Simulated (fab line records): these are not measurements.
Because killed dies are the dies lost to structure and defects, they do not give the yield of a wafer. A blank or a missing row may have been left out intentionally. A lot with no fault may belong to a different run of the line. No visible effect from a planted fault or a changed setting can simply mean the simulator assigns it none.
Which tool did it?    flow n5_finfet    Sampling: 9 lots, 27 wafers, 6 of 1938 route steps

WHAT THE GAUGES READ, wafer by wafer
N5_BEOL_M1_CD_MEAS_28: target cd y 23.3 nm.
lot   measured      on         cd_nm (nm)
L110  day 6 05:44   cd_sem-01  23.98 23.77 23.83
L111  day 6 09:30   cd_sem-03  23.78 23.91 24.14
L114  day 7 08:32   cd_sem-01  23.70 23.72 23.79
L118  day 8 05:17   cd_sem-03  23.89 24.15 23.58
L121  day 9 01:13   cd_sem-01  23.83 23.66 24.14
L124  day 9 22:02   cd_sem-01  23.68 23.37 23.54
L128  day 10 13:49  cd_sem-03  24.02 23.94 24.18
L132  day 11 15:34  cd_sem-03  23.84 23.56 23.38
L133  day 12 01:29  cd_sem-02  23.91 23.82 23.87

N5_BEOL_M1_OCD_MEAS_38.
lot   measured      on      trench_depth_nm (nm)
L110  day 6 08:01   ocd-01  55.5 55.5 55.0
L111  day 6 19:22   ocd-01  56.1 55.4 56.4
L114  day 7 10:49   ocd-02  56.3 56.2 56.3
L118  day 8 13:02   ocd-02  55.7 55.3 56.1
L121  day 9 13:49   ocd-02  55.9 56.3 55.6
L124  day 10 00:13  ocd-02  56.1 56.3 65.8
L128  day 10 23:44  ocd-01  55.0 55.0 53.2
L132  day 12 05:14  ocd-01  55.9 55.0 55.7
L133  day 12 11:16  ocd-02  53.5 55.1 54.4

N5_BEOL_M4_RC_MEAS_101.
lot   measured      on         DIBL_N (mV/V)   DIBL_P (mV/V)   IOFF_N (nA/um)  IOFF_P (nA/um)  ION_N (uA/um)  ION_P (uA/um)  SS_N (mV/dec)   SS_P (mV/dec)   VT_N (mV)    VT_P (mV)
L110  day 7 19:36   prober-01  34.5 34.9 33.1  32.9 34.7 31.6  0.12 0.14 0.10  0.18 0.21 0.16  675 687 660    460 476 457    70.9 71.1 70.9  72.8 73.2 72.6  253 248 257  -251 -250 -252
L111  day 8 12:59   prober-02  38.3 38.4 36.6  40.1 40.2 36.9  0.21 0.22 0.18  0.31 0.31 0.25  678 695 681    466 481 471    72.6 71.9 72.8  74.4 74.1 73.3  250 245 249  -246 -244 -246
L114  day 9 01:49   prober-02  38.4 35.4 36.1  38.6 36.4 35.7  0.18 0.14 0.14  0.23 0.21 0.20  680 681 662    461 466 459    72.2 71.0 72.2  74.0 73.9 73.5  251 251 252  -250 -249 -251
L118  day 10 08:01  prober-01  33.4 35.6 37.1  35.3 37.7 40.5  0.13 0.16 0.20  0.17 0.20 0.24  680 678 681    463 461 459    70.1 71.2 71.7  73.0 73.7 73.8  252 251 249  -253 -251 -250
L121  day 11 11:32  prober-01  36.3 36.8 36.6  37.6 37.1 36.7  0.17 0.16 0.16  0.22 0.21 0.20  675 675 678    460 460 462    71.7 70.9 71.9  72.8 73.0 73.3  248 251 249  -250 -251 -254
L124  day 11 17:02  prober-02  37.9 36.5 36.5  37.9 35.3 36.1  0.18 0.16 0.15  0.20 0.17 0.18  678 671 669    456 451 456    70.9 71.8 71.2  73.9 73.2 73.0  248 251 251  -254 -254 -254
L128  day 13 00:33  prober-01  32.7 39.9 33.9  31.2 39.2 34.2  0.11 0.23 0.12  0.13 0.24 0.17  666 682 661    450 460 460    69.8 72.1 70.7  72.5 74.5 72.8  256 249 256  -258 -251 -254
L132  day 14 12:44  prober-02  36.1 35.7 38.8  34.6 35.6 38.9  0.13 0.14 0.19  0.18 0.19 0.25  657 662 676    454 455 463    71.0 71.3 71.8  72.7 73.0 73.1  252 252 246  -253 -253 -247
L133  day 15 12:26  prober-01  35.8 37.7 35.5  36.4 38.7 36.3  0.18 0.19 0.16  0.24 0.26 0.23  683 674 682    470 460 472    71.4 72.8 71.3  73.4 73.5 73.2  247 246 249  -247 -248 -247

WHAT TOOL EACH LOT RAN ON (gives the tool, then ch and the chambers of the sampled wafers, and finally the start)
lot   N5_BEOL_M1_STRIP_19                 N5_BEOL_M1_TRENCH_ETCH_37           N5_BEOL_M1_DEGAS_44
L110  rie_diel-03 ch 0,1,2, day 6 05:13   rie_diel-03 ch 1,2,3, day 6 07:52   pvd_sputter-01, day 6 08:43
L111  rie_diel-03 ch 2,3, day 6 08:59     rie_diel-03 ch 0,2,3, day 6 19:12   pvd_sputter-02, day 6 20:01
L114  rie_diel-05 ch 0,2, day 7 08:01     rie_diel-05 ch 2,3, day 7 10:39     pvd_sputter-01, day 7 11:00
L118  rie_diel-05 ch 0,1,2, day 8 04:42   rie_diel-05 ch 1,3, day 8 12:52     pvd_sputter-02, day 8 13:18
L121  rie_diel-03 ch 0,1, day 9 00:39     rie_diel-05 ch 1,2, day 9 13:40     pvd_sputter-03, day 9 14:13
L124  rie_diel-04 ch 0,2, day 9 21:29     rie_diel-05 ch 0,1,2, day 10 00:03  pvd_sputter-02, day 10 00:42
L128  rie_diel-05 ch 0,1, day 10 12:15    rie_diel-04 ch 0,1,2, day 10 23:35  pvd_sputter-01, day 11 00:05
L132  rie_diel-04 ch 0,2,3, day 11 15:10  rie_diel-03 ch 1,3, day 12 05:05    pvd_sputter-03, day 12 06:05
L133  rie_diel-04 ch 1,2, day 12 01:05    rie_diel-03 ch 0,1,3, day 12 11:06  pvd_sputter-03, day 12 11:45
- N5_BEOL_M1_STRIP_19: strips in O2.
- N5_BEOL_M1_TRENCH_ETCH_37: etches SiOC in C4F6/O2, target depth 55.207 nm, time 29 s.
- N5_BEOL_M1_DEGAS_44: time 60 s.

AS READ BY THE TOOLS THEMSELVES (means over the sampled wafers that have a number; for cases with no such wafer, the mark the record gives instead)
N5_BEOL_M1_STRIP_19.
lot   tool         drypump_motor_current_A (A)  oes_product_au (a.u.)  rf_vpp_V (V)  showerhead_plenum_p_Torr (Torr)  throttle_valve_pct (%)
L110  rie_diel-03  5.7                          0.75                   3.6           2.10                             16.88
L111  rie_diel-03  6.3                          0.70                   3.2           2.10                             17.08
L114  rie_diel-05  5.3                          0.94                   3.6           2.24                             16.69
L118  rie_diel-05  5.5                          0.88                   3.5           2.24                             16.74
L121  rie_diel-03  5.3                          0.74                   3.9           2.05                             17.00
L124  rie_diel-04  5.2                          0.73                   4.0           2.06                             16.58
L128  rie_diel-05  5.7                          0.83                   3.2           2.23                             16.75
L132  rie_diel-04  5.1                          0.72                   3.4           2.08                             16.68
L133  rie_diel-04  5.0                          0.72                   3.6           2.09                             16.89

N5_BEOL_M1_TRENCH_ETCH_37.
lot   tool         drypump_motor_current_A (A)  oes_ar_750_au (a.u.)  oes_f_703_au (a.u.)  oes_o_777_au (a.u.)  oes_product_au (a.u.)  rf_fwd_power_W (W)  rf_vpp_V (V)  showerhead_plenum_p_Torr (Torr)  throttle_valve_pct (%)
L110  rie_diel-03  6.2                          0.71                  0.72                 0.72                 0.72                   348.8               667           2.87                             21.12
L111  rie_diel-03  5.8                          0.72                  0.72                 0.73                 0.73                   347.7               669           2.83                             21.16
L114  rie_diel-05  5.4                          0.93                  0.93                 0.93                 0.95                   349.3               674           2.94                             20.76
L118  rie_diel-05  5.9                          0.86                  0.85                 0.86                 0.87                   347.3               670           2.86                             20.71
L121  rie_diel-05  5.2                          0.89                  0.89                 0.90                 0.89                   350.1               676           3.01                             20.96
L124  rie_diel-05  5.5                          0.94                  1.06                 1.05                 0.90                   419.7               624           3.00                             20.91
L128  rie_diel-04  5.1                          0.72                  0.72                 0.72                 0.72                   348.8               668           2.83                             20.94
L132  rie_diel-03  6.2                          0.84                  0.83                 0.84                 0.84                   348.0               656           2.82                             21.16
L133  rie_diel-03  5.7                          0.77                  0.77                 0.78                 0.77                   349.1               661           2.78                             21.15

N5_BEOL_M1_DEGAS_44.
lot   tool            heater_power_w (W)
L110  pvd_sputter-01  341
L111  pvd_sputter-02  320
L114  pvd_sputter-01  342
L118  pvd_sputter-02  304
L121  pvd_sputter-03  314
L124  pvd_sputter-02  333
L128  pvd_sputter-01  344
L132  pvd_sputter-03  317
L133  pvd_sputter-03  301

THE ANSWER, worked out from the rows above alone
Rule: usual is defined by the lots themselves. The widest of any qualifying gaps counts: lots, ordered by their means at a reading, are off when they make up no more than a third of the lots, leave a main group of 4 or more, and stand apart from it by 3 or more times the standard deviation of that group's means. A main group is skipped when, at the precision printed for the reading in the tables above, its means are all equal. Also off: a lot with no number at a reading for which 4 or more lots have one. Where the step has rows for the other lots, those lots are counted as sound. Order of review: gauges by route order, followed by the tools' own readings, for which a lot's mean as printed above is used. At the first step where some lot is off, the reading lying furthest off is the one used; lots without a number count as furthest.
Off at N5_BEOL_M1_OCD_MEAS_38 (trench_depth_nm): L124. Mean 55.4 nm and standard deviation 0.67 in the main group.
If a tool, at a process step before that reading, ran all the lots that are off and no sound lot after the first of them, it fits. Not tried: the gauges at N5_BEOL_M1_OCD_MEAS_38; whatever is off there is also off at N5_BEOL_M1_TRENCH_ETCH_37, on other tools, and gauge error can't account for it. One candidate fits, namely rie_diel-05 at N5_BEOL_M1_TRENCH_ETCH_37. A fault onset in the window from L121 (day 9 13:40, its last sound lot) to L124 (day 10 00:03, its first lot off) fits.
The tool's own readings at N5_BEOL_M1_TRENCH_ETCH_37 bear it out: on the lots that are off they differ by more than 5 times the standard deviation of the sound lots' means. rf_fwd_power_W reads 419.7 W there against 348.6 W on the sound lots; rf_vpp_V reads 624 V there against 668 V on the sound lots.

WHAT WAS PUT IN BY THE SIMULATOR
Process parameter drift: rie_diel-05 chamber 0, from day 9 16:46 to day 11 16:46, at N5_BEOL_M1_TRENCH_ETCH_37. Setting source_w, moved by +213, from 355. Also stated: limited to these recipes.
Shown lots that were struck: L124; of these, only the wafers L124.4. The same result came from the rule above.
